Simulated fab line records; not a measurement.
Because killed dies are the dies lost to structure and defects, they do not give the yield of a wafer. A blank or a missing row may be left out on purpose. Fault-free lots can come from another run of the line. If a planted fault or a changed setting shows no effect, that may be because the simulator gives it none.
Split-lot study | flow n5_finfet | on a route of 1938 steps: 7 lots, 39 wafers read

== THE SPLIT ITSELF ==
At N5_BEOL_M10_DEVELOP_10 (develop time 30 s), the setting develop_time_s was moved away from the recipe's 30 s on 12 of the 39 wafers read, by -25.1% to +47.9%. The other wafers ran this setting at the recipe's value.

== FROM THE SPLIT TO THE READING: what the file shows between them, 6 steps ==
- N5_BEOL_M10_DESCUM_16: chemistry O2, time 7.9 s
- N5_BEOL_M10_ETCH_61: etches SiARC in CF4, target depth 39 nm, time 65 s
- N5_BEOL_M10_ETCH_62: etches SOC in N2/H2, target depth 110 nm, overetch 22 nm, time 165 s
- N5_BEOL_M10_STRIP_68: strips in N2/H2
- N5_BEOL_M10_PRECLEAN_42: cleans in residue remover, time 60 s
- N5_BEOL_M10_SRD_43: time 30 s

== THE READING ==
Shown in nm: cd_nm at N5_BEOL_M10_CD_MEAS_35, with target cd 70 nm. Typical for fault-free wafers on this fab line: 70.0 nm, with standard deviation 0.57 nm.

wafer  | tool, chamber at the split | develop_time_s as run, s | against the recipe | cd_nm, nm | against lot-mates on the recipe
L076.1 | litho_track-02, 0          | 22.48                    | -25.1%             | 68.9      | -0.9
L076.2 | litho_track-02, 0          | 22.48                    | -25.1%             | 68.7      | -1.1
L076.3 | litho_track-02, 0          | 30                       | recipe             | 69.8      | -
L076.4 | litho_track-02, 0          | 22.48                    | -25.1%             | 67.8      | -2.0
L076.5 | litho_track-02, 0          | 30                       | recipe             | 69.4      | -
L076.6 | litho_track-02, 0          | 30                       | recipe             | 70.3      | -
L083.1 | litho_track-01, 0          | 30                       | recipe             | 70.0      | -
L083.3 | litho_track-01, 0          | 30                       | recipe             | 70.3      | -
L083.4 | litho_track-01, 0          | 30                       | recipe             | 69.7      | -
L079.1 | litho_track-01, 0          | 44.38                    | +47.9%             | 72.3      | +2.7
L079.2 | litho_track-01, 0          | 44.38                    | +47.9%             | 71.2      | +1.6
L079.3 | litho_track-01, 0          | 30                       | recipe             | 69.7      | -
L079.4 | litho_track-01, 0          | 30                       | recipe             | 69.7      | -
L079.5 | litho_track-01, 0          | 30                       | recipe             | 69.5      | -
L079.6 | litho_track-01, 0          | 44.38                    | +47.9%             | 71.6      | +2.0
L084.1 | litho_track-02, 0          | 30                       | recipe             | 70.0      | -
L084.2 | litho_track-02, 0          | 30                       | recipe             | 69.8      | -
L084.3 | litho_track-02, 0          | 30                       | recipe             | 70.0      | -
L084.4 | litho_track-02, 0          | 30                       | recipe             | 70.6      | -
L084.5 | litho_track-02, 0          | 30                       | recipe             | 70.4      | -
L084.6 | litho_track-02, 0          | 30                       | recipe             | 70.5      | -
L085.1 | litho_track-01, 0          | 36.24                    | +20.8%             | 70.1      | +0.7
L085.2 | litho_track-01, 0          | 30                       | recipe             | 69.7      | -
L085.3 | litho_track-01, 0          | 36.24                    | +20.8%             | 70.7      | +1.3
L085.4 | litho_track-01, 0          | 30                       | recipe             | 69.5      | -
L085.5 | litho_track-01, 0          | 36.24                    | +20.8%             | 70.7      | +1.3
L085.6 | litho_track-01, 0          | 30                       | recipe             | 68.9      | -
L086.1 | litho_track-01, 0          | 23.27                    | -22.4%             | 70.0      | -0.8
L086.2 | litho_track-01, 0          | 30                       | recipe             | 70.4      | -
L086.3 | litho_track-01, 0          | 23.27                    | -22.4%             | 69.3      | -1.5
L086.4 | litho_track-01, 0          | 30                       | recipe             | 71.0      | -
L086.5 | litho_track-01, 0          | 23.27                    | -22.4%             | 69.0      | -1.8
L086.6 | litho_track-01, 0          | 30                       | recipe             | 71.0      | -
L089.1 | litho_track-01, 0          | 30                       | recipe             | 69.6      | -
L089.2 | litho_track-01, 0          | 30                       | recipe             | 69.3      | -
L089.3 | litho_track-01, 0          | 30                       | recipe             | 69.6      | -
L089.4 | litho_track-01, 0          | 30                       | recipe             | 69.0      | -
L089.5 | litho_track-01, 0          | 30                       | recipe             | 69.5      | -
L089.6 | litho_track-01, 0          | 30                       | recipe             | 69.6      | -

THE FIT
A straight line over all 39 wafers: cd_nm changes by +0.0378 nm for each +1% of develop_time_s; r = +0.78; the points scatter about the line by 0.54 nm.
The same after taking each lot's own level away (the mean of its wafers on the recipe; 39 wafers): +0.0488 nm for each +1%; r = +0.93; scatter 0.35 nm.
The reading moves by 2.3 nm for the largest change in develop_time_s, on that fit.
The lots' own levels span 69.37 to 70.80 nm, that is 2.5 times the standard deviation above.
So the lot-to-lot level blurs the effect unless lot-mates are compared.
Check: with one of the wafers moved furthest among these (+47.9%) left out of the fit, the line predicts +2.2 nm for it against its lot-mates. It came out at +2.67 nm against them.

== OTHER SPLITS ON THESE WAFERS ==
Other splits were also applied to these wafers ahead of the reading. Each is held against what the fit with the lots' levels taken away leaves over:
other split on the same wafers    | wafers away from the commonest value | r with cd_nm (lot level and that fit taken away)
N5_BEOL_M5_HM_DEP_02 target_thk_a | 15                                   | -0.15
N5_BEOL_M9_PECVD_70 time_s        | 18                                   | +0.21

== THE WHOLE CHAIN: every reading that the file lists as answering this split, in the file's order ==
step                   | what it does                                       | reading                                                                | change (the file's fit)                | r (the file's)
N5_BEOL_M10_ETCH_61    | etches SiARC in CF4, target depth 39 nm, time 65 s | BEOL_M10.cd_offset_nm (the simulator's own value, which no gauge read) | +0.0441 nm for each +1% of the setting | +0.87
N5_BEOL_M10_CD_MEAS_35 | target cd 70 nm                                    | cd_nm                                                                  | +0.048 nm for each +1% of the setting  | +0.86

== FILE'S OWN FIT ==
cd_nm changes by +0.048 nm for each +1% of develop_time_s, r = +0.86.
